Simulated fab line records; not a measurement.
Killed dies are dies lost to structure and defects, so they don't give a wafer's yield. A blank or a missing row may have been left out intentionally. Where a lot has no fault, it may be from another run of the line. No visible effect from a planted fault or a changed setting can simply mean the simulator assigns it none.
The tool behind it: which one? + flow nand harc + Sampling: 24 lots, 72 wafers, 2 of 1302 route steps

WHAT THE GAUGES SHOWED, per wafer
NHARC_P_GATE_CD_MEAS_46: the cd target is 720 nm.
| lot  | measured     | on        | cd nm (nm)        |
|------|--------------|-----------|-------------------|
| L074 | day 5 09:53  | cd sem-03 | 718.0 719.2 719.9 |
| L075 | day 6 00:35  | cd sem-01 | 719.4 721.1 719.4 |
| L076 | day 6 16:01  | cd sem-02 | 717.0 717.0 716.6 |
| L077 | day 6 15:16  | cd sem-02 | 719.7 720.9 720.5 |
| L078 | day 7 08:02  | cd sem-03 | 722.3 723.7 720.9 |
| L079 | day 7 14:38  | cd sem-03 | 722.8 721.8 719.9 |
| L080 | day 8 03:24  | cd sem-02 | 718.8 719.2 718.3 |
| L081 | day 8 10:02  | cd sem-03 | 719.4 718.8 718.3 |
| L082 | day 9 04:31  | cd sem-02 | 720.3 722.1 720.0 |
| L083 | day 9 03:34  | cd sem-02 | 719.4 718.7 719.4 |
| L084 | day 10 01:29 | cd sem-01 | 721.6 720.2 720.4 |
| L085 | day 10 05:29 | cd sem-02 | 718.3 717.9 717.5 |
| L086 | day 11 13:26 | cd sem-02 | 721.8 720.5 721.5 |
| L087 | day 11 19:56 | cd sem-02 | 719.1 718.5 720.2 |
| L088 | day 11 14:52 | cd sem-03 | 719.3 718.2 719.9 |
| L089 | day 11 14:06 | cd sem-02 | 720.6 719.8 721.3 |
| L090 | day 12 15:35 | cd sem-02 | 719.8 718.5 718.1 |
| L091 | day 12 17:26 | cd sem-02 | 718.0 719.6 720.7 |
| L092 | day 13 06:43 | cd sem-01 | 717.6 718.0 720.1 |
| L093 | day 13 18:34 | cd sem-02 | 719.8 720.3 722.1 |
| L094 | day 14 05:37 | cd sem-03 | 718.5 717.5 717.6 |
| L095 | day 14 14:23 | cd sem-02 | 717.9 719.2 719.7 |
| L096 | day 14 13:37 | cd sem-03 | 719.6 719.9 719.1 |
| L097 | day 14 23:52 | cd sem-01 | 717.9 717.5 718.7 |

TOOL THAT RAN EACH LOT (tool first, then ch and the chambers of the sampled wafers, then the start)
| lot  | NHARC_P_STI_ETCH_15              |
|------|----------------------------------|
| L074 | rie si-06 ch 1,2,3, day 2 19:40  |
| L075 | rie si-04 ch 0,1,3, day 3 05:53  |
| L076 | rie si-06 ch 0,1,3, day 3 17:52  |
| L077 | rie si-04 ch 0,3, day 4 02:18    |
| L078 | rie si-04 ch 1,3, day 4 13:05    |
| L079 | rie si-06 ch 0,1,3, day 4 22:58  |
| L080 | rie si-01 ch 0,1,3, day 5 10:44  |
| L081 | rie si-01 ch 0,1,2, day 5 17:35  |
| L082 | rie si-01 ch 0,3, day 6 04:44    |
| L083 | rie si-04 ch 0,1,3, day 6 12:40  |
| L084 | rie si-04 ch 0,1,2, day 7 02:16  |
| L085 | rie si-04 ch 0,1,2, day 7 12:58  |
| L086 | rie si-04 ch 0,1,3, day 8 12:11  |
| L087 | rie si-06 ch 0,2,3, day 8 12:19  |
| L088 | rie si-01 ch 0,2, day 8 12:29    |
| L089 | rie si-04 ch 0,1,2, day 9 02:47  |
| L090 | rie si-01 ch 2,3, day 9 14:24    |
| L091 | rie si-06 ch 1,2,3, day 9 22:49  |
| L092 | rie si-04 ch 0,1, day 10 10:04   |
| L093 | rie si-01 ch 1,2,3, day 10 21:01 |
| L094 | rie si-06 ch 0,1,3, day 11 09:35 |
| L095 | rie si-04 ch 0,2,3, day 11 17:58 |
| L096 | rie si-01 ch 0,2, day 11 22:43   |
| L097 | rie si-06 ch 0,1, day 12 08:31   |
- NHARC_P_STI_ETCH_15: etches the open film in HBr/Cl2, target depth 300 nm, time 100.1 s.

AS READ BY THE TOOLS THEMSELVES (means over the sampled wafers that have a number; for cases with no such wafer, the mark the record gives instead)
NHARC_P_STI_ETCH_15.
| lot  | tool      | drypump motor current A (A) | oes product au (a.u.) | throttle valve pct (%) |
|------|-----------|-----------------------------|-----------------------|------------------------|
| L074 | rie si-06 | 5.9                         | 1.001                 | 26.416                 |
| L075 | rie si-04 | 5.5                         | 1.003                 | 26.406                 |
| L076 | rie si-06 | 5.7                         | 1.002                 | 26.403                 |
| L077 | rie si-04 | 5.8                         | 1.002                 | 26.416                 |
| L078 | rie si-04 | 5.3                         | 1.007                 | 26.408                 |
| L079 | rie si-06 | 5.7                         | 0.997                 | 26.405                 |
| L080 | rie si-01 | 5.7                         | 0.998                 | 26.411                 |
| L081 | rie si-01 | 6.2                         | 1.001                 | 26.409                 |
| L082 | rie si-01 | 5.5                         | 1.005                 | 26.410                 |
| L083 | rie si-04 | 5.6                         | 1.004                 | 26.390                 |
| L084 | rie si-04 | 5.3                         | 1.006                 | 26.409                 |
| L085 | rie si-04 | 5.3                         | 1.015                 | 26.405                 |
| L086 | rie si-04 | 5.6                         | 1.003                 | 26.409                 |
| L087 | rie si-06 | 5.4                         | 1.001                 | 26.409                 |
| L088 | rie si-01 | 6.4                         | 1.000                 | 26.410                 |
| L089 | rie si-04 | 5.3                         | 1.004                 | 26.403                 |
| L090 | rie si-01 | 5.6                         | 1.002                 | 26.409                 |
| L091 | rie si-06 | 5.9                         | 1.002                 | 26.401                 |
| L092 | rie si-04 | 5.4                         | 1.002                 | 26.404                 |
| L093 | rie si-01 | 5.8                         | 0.996                 | 26.410                 |
| L094 | rie si-06 | 5.7                         | 0.995                 | 26.404                 |
| L095 | rie si-04 | 5.5                         | 1.000                 | 26.411                 |
| L096 | rie si-01 | 6.3                         | 0.988                 | 26.409                 |
| L097 | rie si-06 | 5.7                         | 0.999                 | 26.408                 |

THE ANSWER, worked out from the rows above alone
Rule: what is usual is taken from the lots themselves. The widest of any qualifying gaps counts: lots, ordered by their means at a reading, are off when they make up no more than a third of the lots, leave a main group of 4 or more, and stand apart from it by 3 or more times the standard deviation of that group's means. Not used: any main group whose means are identical at the precision the tables above print for the reading. Also off: a lot with no number at a reading for which 4 or more lots have one. The other lots that the step has rows for count as sound. Order of review: gauges by route order, followed by the tools' own readings, for which a lot's mean as printed above is used. At the first step where some lot is off, the reading lying furthest off is the one used; lots without a number count as furthest.
No lot is off at any reading shown: from this, nothing can be told.

WHAT THE SIMULATOR HAD INSERTED
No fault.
